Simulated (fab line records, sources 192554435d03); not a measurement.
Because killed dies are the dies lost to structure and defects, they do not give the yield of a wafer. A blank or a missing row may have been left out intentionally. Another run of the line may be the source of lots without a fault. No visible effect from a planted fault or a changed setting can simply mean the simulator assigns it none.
Lot-split experiment -- flow n5Finfet -- 7 lots, 21 wafers read, on a route of 1938 steps

== ABOUT THE SPLIT ==
At N5_BEOL_M15_SPUTTER_43 (material TaN, target thk 15 nm, time 24.19 s), the setting powerW was moved away from the recipe's 15000 W on 7 of the 21 wafers read, by -17.9% to +17.6%. The other wafers ran this setting at the recipe's value.

The reading is taken at the split's own step.

== THE READING ==
TaN_of_BEOL_M15_SPUTTER_43.thkNm (the simulator's own value, which no gauge read), in nm, at N5_BEOL_M15_SPUTTER_43 (material TaN, target thk 15 nm, time 24.19 s). There is no usual value for it anywhere in the file. Here, 14 wafers ran the recipe; their average is 15.0 nm with a standard deviation of 0.23 nm.

wafer,"tool, chamber at the split","powerW as run, W",against the recipe,"TaN_of_BEOL_M15_SPUTTER_43.thkNm, nm",against lot-mates on the recipe
L077.1,"pvdSputter-01, -",13900,-7.3%,13.6,-1.2
L077.2,"pvdSputter-01, -",15000,recipe,14.6,-
L077.3,"pvdSputter-01, -",15000,recipe,15,-
L079.3,"pvdSputter-01, -",15000,recipe,14.8,-
L079.6,"pvdSputter-01, -",15000,recipe,14.8,-
L079.4,"pvdSputter-01, -",15000,recipe,15,-
L082.2,"pvdSputter-01, -",15000,recipe,15,-
L082.3,"pvdSputter-01, -",15000,recipe,15.2,-
L082.4,"pvdSputter-01, -",15000,recipe,15.2,-
L084.1,"pvdSputter-01, -",16920,+12.8%,17,+1.6
L084.4,"pvdSputter-01, -",16920,+12.8%,17,+1.6
L084.5,"pvdSputter-01, -",15000,recipe,15.4,-
L085.1,"pvdSputter-03, -",15000,recipe,15,-
L085.5,"pvdSputter-03, -",15000,recipe,15,-
L085.4,"pvdSputter-03, -",12430,-17.1%,12.4,-2.6
L087.2,"pvdSputter-03, -",12310,-17.9%,12.2,-2.6
L087.3,"pvdSputter-03, -",15000,recipe,14.8,-
L087.4,"pvdSputter-03, -",15000,recipe,14.8,-
L097.3,"pvdSputter-02, -",17640,+17.6%,17.8,+2.4
L097.5,"pvdSputter-02, -",17640,+17.6%,17.6,+2.2
L097.6,"pvdSputter-02, -",15000,recipe,15.4,-

THE FIT
A straight line over all 21 wafers: TaN_of_BEOL_M15_SPUTTER_43.thkNm changes by +0.156 nm for each +1% of powerW; r = +0.99; the points scatter about the line by 0.21 nm.
The same after taking each lot's own level away (the mean of its wafers on the recipe; 21 wafers): +0.138 nm for each +1%; r = +1.00; scatter 0.12 nm.
That fit puts the effect of the largest move of powerW on the reading at 2.5 nm.
Measured against the standard deviation above, the lots' own levels, which go from 14.80 to 15.40 nm, span 2.6 times it.
So the lot-to-lot level changes the slope: the two fits differ.
Check: with one of the wafers moved furthest among these (-17.9%) left out of the fit, the line predicts -2.5 nm for it against its lot-mates. It came out at -2.6 nm against them.

== OTHER SPLITS APPLIED TO THESE WAFERS ==
These wafers also went through other splits before the reading. Each is held against what the fit with the lots' levels taken away leaves over:
other split on the same wafers,wafers away from the commonest value,r with TaN_of_BEOL_M15_SPUTTER_43.thkNm (lot level and that fit taken away)
N5_BEOL_M15_ILD_DEP_00 timeS,7,-0.06

== FILE'S OWN FIT ==
TaN_of_BEOL_M15_SPUTTER_43.thkNm changes by +0.141 nm for each +1% of powerW, r = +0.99.
